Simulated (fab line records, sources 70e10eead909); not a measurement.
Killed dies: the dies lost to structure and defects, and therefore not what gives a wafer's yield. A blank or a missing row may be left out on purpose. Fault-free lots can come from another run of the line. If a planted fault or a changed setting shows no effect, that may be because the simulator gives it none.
Matching of chambers | flow nandHarc | NHARC_A_STAIRCASE_DESCUM_252 on rieDiel-09: 4 sister chambers
The step chemistry O2, time 3 s. 22 wafers are shown with their chamber, then 11 later ones without.

## WAFERS, EACH WITH ITS CHAMBER
wafer  | chamber | showerheadPlenumPTorr (Torr) | drypumpMotorCurrentA (A) | rfVppV (V)
L078.1 | 0       | 1.79                         | 6.0                      | 57.3
L078.3 | 2       | 2.07                         | 6.2                      | 60.2
L078.4 | 3       | 1.92                         | 6.4                      | 57.7
L077.1 | 1       | 1.93                         | 4.7                      | 57.9
L077.2 | 2       | 2.07                         | 6.1                      | 59.6
L077.3 | 3       | 1.92                         | 6.4                      | 57.9
L080.1 | 2       | 2.07                         | 6.1                      | 57.3
L080.3 | 1       | 1.93                         | 4.7                      | 58.3
L080.5 | 2       | 2.07                         | 6.1                      | 59.4
L079.1 | 2       | 2.07                         | 6.2                      | 58.7
L079.2 | 3       | 1.92                         | 6.5                      | 58.4
L079.4 | 0       | 1.79                         | 6.0                      | 56.7
L081.1 | 2       | 2.06                         | 6.2                      | 59.8
L081.3 | 0       | 1.79                         | 6.0                      | 57.6
L081.4 | 3       | 1.92                         | 6.4                      | 57.9
L084.2 | 0       | 1.79                         | 6.0                      | 57.3
L084.5 | 0       | 1.79                         | 6.0                      | 57.4
L084.6 | 1       | 1.93                         | 4.7                      | 58.1
L085.1 | 0       | 1.79                         | 6.0                      | 56.6
L085.2 | 3       | 1.92                         | 6.4                      | 58.8
L085.3 | 1       | 1.93                         | 4.7                      | 59.2
L086.3 | 2       | 2.06                         | 6.1                      | 57.4

SIGNATURES, as means of the wafers listed above
reading               | chamber 0 | chamber 1 | chamber 2 | chamber 3 | scatter within a chamber
showerheadPlenumPTorr | 1.7900    | 1.9300    | 2.0671    | 1.9200    | 0.00282
drypumpMotorCurrentA  | 6.000     | 4.700     | 6.143     | 6.420     | 0.0374
rfVppV                | 57.150    | 58.375    | 58.914    | 58.140    | 0.771
Rule: distance of a wafer from a chamber = root of the sum over the readings of ((wafer's reading minus chamber's mean) / reading's scatter) squared. The wafer belongs to the nearest chamber; if the next one is less than 2 further off, it can't be placed. The scatter: the root of (the sum of the squares of (reading less its chamber's mean) over the shown wafers, divided by (wafers less chambers)).

## WAFERS WITH NO CHAMBER GIVEN
wafer  | showerheadPlenumPTorr (Torr) | drypumpMotorCurrentA (A) | rfVppV (V)
L086.4 | 1.79                         | 6.0                      | 57.2
L086.6 | 1.92                         | 6.5                      | 57.8
L088.2 | 1.79                         | 6.0                      | 57.9
L088.4 | 2.06                         | 6.1                      | 57.1
L088.5 | 1.92                         | 6.5                      | 58.8
L089.2 | 1.78                         | 6.0                      | 57.3
L089.4 | 1.92                         | 4.7                      | 58.7
L089.5 | 2.06                         | 6.2                      | 58.8
L096.1 | 1.91                         | 4.7                      | 57.6
L096.2 | 1.78                         | 6.0                      | 57.6
L096.3 | 2.05                         | 6.1                      | 58.4

## THE CHAMBER EACH PASSED THROUGH
wafer  | from the rows above | in truth
L086.4 | 0                   | 0
L086.6 | 3                   | 3
L088.2 | 0                   | 0
L088.4 | 2                   | 2
L088.5 | 3                   | 3
L089.2 | 0                   | 0
L089.4 | 1                   | 1
L089.5 | 2                   | 2
L096.1 | 1                   | 1
L096.2 | 0                   | 0
L096.3 | 2                   | 2
Correctly placed: 11 of 11. Left unplaced by these rows: 0. Wrongly placed: 0.
